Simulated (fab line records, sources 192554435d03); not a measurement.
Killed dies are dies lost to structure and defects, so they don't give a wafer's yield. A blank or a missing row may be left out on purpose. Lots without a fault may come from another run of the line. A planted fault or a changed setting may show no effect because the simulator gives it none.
Which tool did it? | flow n5_finfet | 12 lots, 36 wafers sampled, at 2 steps of a route of 1938

WHAT THE GAUGES READ, wafer by wafer
N5_BEOL_M8_CD_MEAS_28: target cd 40 nm.
lot  | measured     | on        | cd_nm (nm)
L075 | day 9 13:37  | cd_sem-03 | 39.87 39.40 39.74
L076 | day 9 21:20  | cd_sem-01 | 40.06 39.85 40.14
L079 | day 10 15:56 | cd_sem-03 | 40.37 40.18 40.16
L081 | day 10 19:56 | cd_sem-03 | 40.01 39.64 39.93
L083 | day 11 11:46 | cd_sem-01 | 39.98 40.33 40.11
L085 | day 11 18:16 | cd_sem-01 | 40.20 40.36 40.12
L088 | day 13 05:14 | cd_sem-03 | 40.20 40.31 39.29
L089 | day 13 05:09 | cd_sem-03 | 40.12 40.08 40.17
L092 | day 13 18:53 | cd_sem-01 | 39.77 40.09 39.92
L093 | day 14 04:04 | cd_sem-03 | 40.07 39.85 39.80
L095 | day 15 00:00 | cd_sem-02 | 39.55 40.17 39.85
L097 | day 15 16:49 | cd_sem-03 | 39.94 39.45 39.73

WHICH TOOL RAN EACH LOT (tool, then ch and the chambers of the sampled wafers, then the start)
lot  | N5_BEOL_M8_HM_OPEN_17
L075 | rie_metal-01 ch 0,1, day 9 12:59
L076 | rie_metal-03 ch 0,1, day 9 19:42
L079 | rie_metal-01 ch 0, day 10 11:10
L081 | rie_metal-03 ch 1, day 10 17:15
L083 | rie_metal-03 ch 0,1, day 11 10:47
L085 | rie_metal-02 ch 0,1, day 11 17:32
L088 | rie_metal-01 ch 0,1, day 12 16:51
L089 | rie_metal-01 ch 0,1, day 13 04:37
L092 | rie_metal-01 ch 0,1, day 13 18:09
L093 | rie_metal-01 ch 0,1, day 14 02:11
L095 | rie_metal-01 ch 0,1, day 14 20:54
L097 | rie_metal-02 ch 0,1, day 15 15:08
- N5_BEOL_M8_HM_OPEN_17: chemistry Cl2/BCl3, target TiN, target depth 20 nm, overetch 6 nm.

THE ANSWER, worked out from the rows above alone
Rule: what is usual is taken from the lots themselves. Put in order of their means at a reading, lots are off if they are a third of the lots or fewer, leave a main group of 4 or more, and stand apart from it by a gap of 3 or more times the standard deviation of the main group's means; of several such gaps the widest counts. A main group whose means are all the same, to the digits that the tables above print for the reading, isn't used. A lot without any number at a reading at which 4 lots or more have one is off too. The other lots that the step has rows for count as sound.
No lot is off at any reading shown: from this, nothing can be told.

WHAT THE SIMULATOR HAD PUT IN
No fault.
